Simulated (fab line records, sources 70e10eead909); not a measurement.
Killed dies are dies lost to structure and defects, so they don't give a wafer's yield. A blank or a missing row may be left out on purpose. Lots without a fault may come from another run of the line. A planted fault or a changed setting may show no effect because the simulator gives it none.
Chamber matching | flow nand_harc | NHARC_A_M1_STRIP_18 on rie_diel-02: 4 sister chambers
The step strips in N2/H2. 8 wafers are shown with their chamber, then 7 later ones without.

WAFERS WITH THEIR CHAMBER
wafer  | chamber | power_w (W) | rf_vpp_V (V)
L468.2 | 3       | 999.4       | 89.9
L468.3 | 0       | 1003.7      | 89.0
L468.5 | 2       | 998.7       | 90.0
L470.3 | 3       | 1004.8      | 90.6
L470.5 | 1       | 998.8       | 90.1
L470.6 | 0       | 1000.9      | 90.7
L471.1 | 1       | 1001.0      | 89.4
L471.2 | 2       | 996.9       | 90.4

WAFERS WITHOUT THEIR CHAMBER
wafer  | power_w (W) | rf_vpp_V (V)
L471.6 | 1000.5      | 91.1
L472.4 | 1001.8      | 92.6
L472.5 | 1002.6      | 91.0
L472.6 | 1002.0      | 89.7
L481.2 | 1004.0      | 90.7
L481.3 | 1006.1      | 89.4
L481.6 | 1003.2      | 90.2

WHICH CHAMBER EACH WENT THROUGH
wafer  | from the rows above               | in truth
L471.6 | can't be placed: 3 or 2 or 0 or 1 | 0
L472.4 | can't be placed: 3 or 2 or 0 or 1 | 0
L472.5 | can't be placed: 3 or 0 or 1 or 2 | 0
L472.6 | can't be placed: 0 or 3 or 1 or 2 | 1
L481.2 | can't be placed: 3 or 0 or 1 or 2 | 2
L481.3 | can't be placed: 0 or 3 or 1 or 2 | 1
L481.6 | can't be placed: 3 or 0 or 1 or 2 | 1
Placed correctly: 0 of 7. Can't be placed from these rows: 7 (the true chamber is among the candidates in 7). Placed wrongly: 0.
How it was worked out, from the rows above alone: a wafer's distance from a chamber is the root of the sum, over the readings, of the square of ((its reading less the chamber's mean) divided by the reading's scatter). The wafer belongs to the nearest chamber; if the next one is less than 2 further off, it can't be placed. A chamber's mean is the mean of its shown wafers. The scatter: the root of (the sum of the squares of (reading less its chamber's mean) over the shown wafers, divided by (wafers less chambers)).
